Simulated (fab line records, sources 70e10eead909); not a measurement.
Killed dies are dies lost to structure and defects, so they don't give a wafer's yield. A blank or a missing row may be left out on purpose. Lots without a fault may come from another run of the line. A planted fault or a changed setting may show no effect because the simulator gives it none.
Which tool did it? | flow nand_harc | 11 lots, 33 wafers sampled, at 5 steps of a route of 1302

WHAT THE GAUGES READ, wafer by wafer
NHARC_END_SORT_01.
lot  | measured     | on        | killed_at_array | killed_at_other | killed_at_periphery | killed_dies | killed_open | killed_short
L791 | day 28 21:23 | prober-01 | 676 670 668     | 0 3 0           | 1 4 9               | 677 677 677 | 2 2 4       | 2 1 2
L792 | day 29 19:37 | prober-02 | 675 674 675     | 1 0 0           | 1 3 2               | 677 677 677 | 4 4 1       | 2 4 3

WHICH TOOL RAN EACH LOT (tool, then ch and the chambers of the sampled wafers, then the start)
lot  | NHARC_A_CONTACT_ETCH_48            | NHARC_A_CONTACT_ETCH_51            | NHARC_A_CONTACT_ETCH_114             | NHARC_A_CONTACT_ETCH_115
L780 | rie_diel-13 ch 0,1,2, day 21 06:01 | rie_diel-13 ch 1,2,3, day 21 06:46 | har_cap_etch-03 ch 0,1, day 21 08:25 | har_cap_etch-03 ch 0,1, day 21 08:35
L781 | rie_diel-04 ch 1,2,3, day 22 04:18 | rie_diel-04 ch 1,2,3, day 22 04:58 | har_cap_etch-02 ch 0,1, day 22 06:36 | har_cap_etch-02 ch 0,1, day 22 06:46
L791 | rie_diel-13 ch 0,3, day 25 19:49   | rie_diel-13 ch 2,3, day 25 20:20   | har_cap_etch-01 ch 0,1, day 25 22:07 | har_cap_etch-01 ch 0,1, day 25 22:17
L792 | rie_diel-04 ch 1,2,3, day 26 17:26 | rie_diel-04 ch 0,2, day 26 17:56   | har_cap_etch-02 ch 0,1, day 26 19:41 | har_cap_etch-02 ch 0,1, day 26 19:51
L795 | rie_diel-13 ch 1,2,3, day 27 14:17 | rie_diel-13 ch 1,2,3, day 27 14:49 | har_cap_etch-01 ch 0,1, day 27 16:37 | har_cap_etch-01 ch 0,1, day 27 16:50
L796 | rie_diel-13 ch 0,1,2, day 28 19:50 | rie_diel-13 ch 0,1,2, day 28 20:35 | har_cap_etch-03 ch 0,1, day 28 22:08 | har_cap_etch-03 ch 0,1, day 28 22:19
L798 | rie_diel-04 ch 0,1, day 29 08:10   | rie_diel-04 ch 1,3, day 29 08:41   | har_cap_etch-02 ch 0,1, day 29 10:28 | har_cap_etch-02 ch 0,1, day 29 10:38
L801 | rie_diel-04 ch 0,1, day 29 14:19   | rie_diel-04 ch 0,2,3, day 29 14:59 | har_cap_etch-02 ch 0,1, day 29 17:02 | har_cap_etch-02 ch 0,1, day 29 17:13
L800 | rie_diel-04 ch 0,2, day 29 14:58   | rie_diel-04 ch 0,2,3, day 29 17:04 | har_cap_etch-01 ch 0,1, day 29 19:04 | har_cap_etch-01 ch 0,1, day 29 19:14
L802 | rie_diel-04 ch 0,2,3, day 30 06:04 | rie_diel-04 ch 0,2, day 30 07:08   | har_cap_etch-02 ch 0,1, day 30 08:48 | har_cap_etch-02 ch 0,1, day 30 08:58
L803 | rie_diel-04 ch 2,3, day 30 23:53   | rie_diel-04 ch 0,3, day 31 00:25   | har_cap_etch-03 ch 0,1, day 31 02:10 | har_cap_etch-03 ch 0,1, day 31 02:20
- NHARC_A_CONTACT_ETCH_48: etches the open film in CF4, target depth 39 nm, time 65 s.
- NHARC_A_CONTACT_ETCH_51: etches the open film in O2/COS, target depth 7000 nm, time 1820 s.
- NHARC_A_CONTACT_ETCH_114: etches the open film in C4F8/O2/Ar, time 190 s, target depth 1850 nm.
- NHARC_A_CONTACT_ETCH_115: etches the open film in C4F8/O2/Ar, time 190 s, target depth 1850 nm.

WHAT THE TOOLS THEMSELVES READ (means of the sampled wafers that have a number; where no wafer has one, the mark that the record gives instead)
NHARC_A_CONTACT_ETCH_48.
lot  | tool        | bias_w (W) | cf4_flow_sccm (sccm) | drypump_motor_current_A (A) | oes_product_au (a.u.) | rf_fwd_power_W (W) | rf_vpp_V (V) | showerhead_plenum_p_Torr (Torr) | throttle_valve_pct (%)
L780 | rie_diel-13 | 100.18     | 150.0                | 5.8                         | 1.007                 | 297.4              | 150.8        | 1.70                            | 13.282
L781 | rie_diel-04 | 99.76      | 149.6                | 5.7                         | 0.997                 | 297.0              | 152.1        | 1.79                            | 13.292
L791 | rie_diel-13 | 100.10     | 149.6                | 5.5                         | 1.004                 | 297.9              | 151.8        | 1.76                            | 13.289
L792 | rie_diel-04 | 100.01     | 150.4                | 5.7                         | 1.000                 | 296.9              | 151.3        | 1.79                            | 13.282
L795 | rie_diel-13 | 100.39     | 150.1                | 5.3                         | 1.005                 | 297.0              | 150.7        | 1.74                            | 13.276
L796 | rie_diel-13 | 100.02     | 149.8                | 5.8                         | 1.001                 | 298.2              | 149.8        | 1.69                            | 13.282
L798 | rie_diel-04 | 100.10     | 150.5                | 6.2                         | 0.998                 | 296.4              | 152.3        | 1.85                            | 13.288
L801 | rie_diel-04 | 99.91      | 149.7                | 5.7                         | 1.004                 | 295.9              | 150.8        | 1.79                            | 13.278
L800 | rie_diel-04 | 99.81      | 150.4                | 6.4                         | 1.002                 | 295.8              | 152.5        | 1.88                            | 13.283
L802 | rie_diel-04 | 100.24     | 149.9                | 6.2                         | 1.005                 | 296.6              | 151.9        | 1.83                            | 13.281
L803 | rie_diel-04 | 99.82      | 149.7                | 6.1                         | 1.003                 | 296.9              | 151.7        | 1.79                            | 13.283

NHARC_A_CONTACT_ETCH_51.
lot  | tool        | bias_w (W) | chamber_pressure_mTorr (mTorr) | drypump_motor_current_A (A) | oes_product_au (a.u.) | rf_fwd_power_W (W) | rf_vpp_V (V) | showerhead_plenum_p_Torr (Torr) | throttle_valve_pct (%)
L780 | rie_diel-13 | 299.9      | 20.005                         | 5.3                         | 0.992                 | 500.9              | 313.7        | 3.09                            | 28.323
L781 | rie_diel-04 | 300.6      | 20.004                         | 5.7                         | 0.993                 | 500.3              | 315.0        | 3.16                            | 28.330
L791 | rie_diel-13 | -          | -                              | -                           | -                     | -                  | -            | -                               | -
L792 | rie_diel-04 | -          | -                              | -                           | -                     | -                  | -            | -                               | -
L795 | rie_diel-13 | 299.7      | 20.010                         | 5.3                         | 0.990                 | 501.2              | 312.8        | 3.06                            | 28.330
L796 | rie_diel-13 | 299.6      | 20.011                         | 5.8                         | 1.000                 | 499.1              | 311.3        | 2.97                            | 28.324
L798 | rie_diel-04 | 300.2      | 19.997                         | 5.5                         | 1.006                 | 498.2              | 314.3        | 3.10                            | 28.331
L801 | rie_diel-04 | 300.2      | 20.003                         | 6.2                         | 1.006                 | 499.3              | 315.0        | 3.25                            | 28.329
L800 | rie_diel-04 | 299.3      | 19.982                         | 6.2                         | 1.013                 | 499.7              | 316.3        | 3.24                            | 28.335
L802 | rie_diel-04 | 299.4      | 20.000                         | 6.1                         | 1.010                 | 500.0              | 316.9        | 3.27                            | 28.329
L803 | rie_diel-04 | 299.8      | 19.984                         | 6.6                         | 0.999                 | 499.9              | 316.3        | 3.28                            | 28.342

NHARC_A_CONTACT_ETCH_114.
lot  | tool            | chamber_pressure_mTorr (mTorr) | oes_air_line_au (a.u.)
L780 | har_cap_etch-03 | 19.998                         | 0.997
L781 | har_cap_etch-02 | 19.983                         | 0.994
L791 | har_cap_etch-01 | 19.994                         | 1.024
L792 | har_cap_etch-02 | 19.988                         | 0.996
L795 | har_cap_etch-01 | 20.009                         | 0.983
L796 | har_cap_etch-03 | 19.996                         | 1.018
L798 | har_cap_etch-02 | 19.989                         | 0.994
L801 | har_cap_etch-02 | 20.004                         | 1.002
L800 | har_cap_etch-01 | 19.977                         | 0.976
L802 | har_cap_etch-02 | 20.011                         | 1.000
L803 | har_cap_etch-03 | 20.003                         | 0.987

NHARC_A_CONTACT_ETCH_115.
lot  | tool            | chamber_pressure_mTorr (mTorr) | oes_air_line_au (a.u.)
L780 | har_cap_etch-03 | 20.000                         | 1.010
L781 | har_cap_etch-02 | 19.995                         | 1.004
L791 | har_cap_etch-01 | 20.011                         | 0.993
L792 | har_cap_etch-02 | 19.995                         | 1.016
L795 | har_cap_etch-01 | 20.002                         | 0.984
L796 | har_cap_etch-03 | 19.997                         | 0.989
L798 | har_cap_etch-02 | 20.005                         | 0.998
L801 | har_cap_etch-02 | 20.011                         | 1.002
L800 | har_cap_etch-01 | 20.001                         | 0.995
L802 | har_cap_etch-02 | 20.020                         | 1.004
L803 | har_cap_etch-03 | 19.999                         | 0.998

THE ANSWER, worked out from the rows above alone
Rule: what is usual is taken from the lots themselves. Put in order of their means at a reading, lots are off if they are a third of the lots or fewer, leave a main group of 4 or more, and stand apart from it by a gap of 3 or more times the standard deviation of the main group's means; of several such gaps the widest counts. A main group whose means are all the same, to the digits that the tables above print for the reading, isn't used. A lot without any number at a reading at which 4 lots or more have one is off too. The other lots that the step has rows for count as sound. The gauges are gone through in route order, then the tools' own readings, and for those a lot's mean is taken as printed above. The first step at which some lot is off is used, and at that step the reading that is off furthest; a lot without a number counts as furthest.
Off: L791, L792, at NHARC_A_CONTACT_ETCH_51 (bias_w). Without a number there: L791, L792. The main group: mean 299.9 W, standard deviation 0.39.
A tool fits if, at that step or a process step before it, it ran every lot that is off, and no sound lot after the first of them. None of those tried fits.

WHAT THE SIMULATOR HAD PUT IN
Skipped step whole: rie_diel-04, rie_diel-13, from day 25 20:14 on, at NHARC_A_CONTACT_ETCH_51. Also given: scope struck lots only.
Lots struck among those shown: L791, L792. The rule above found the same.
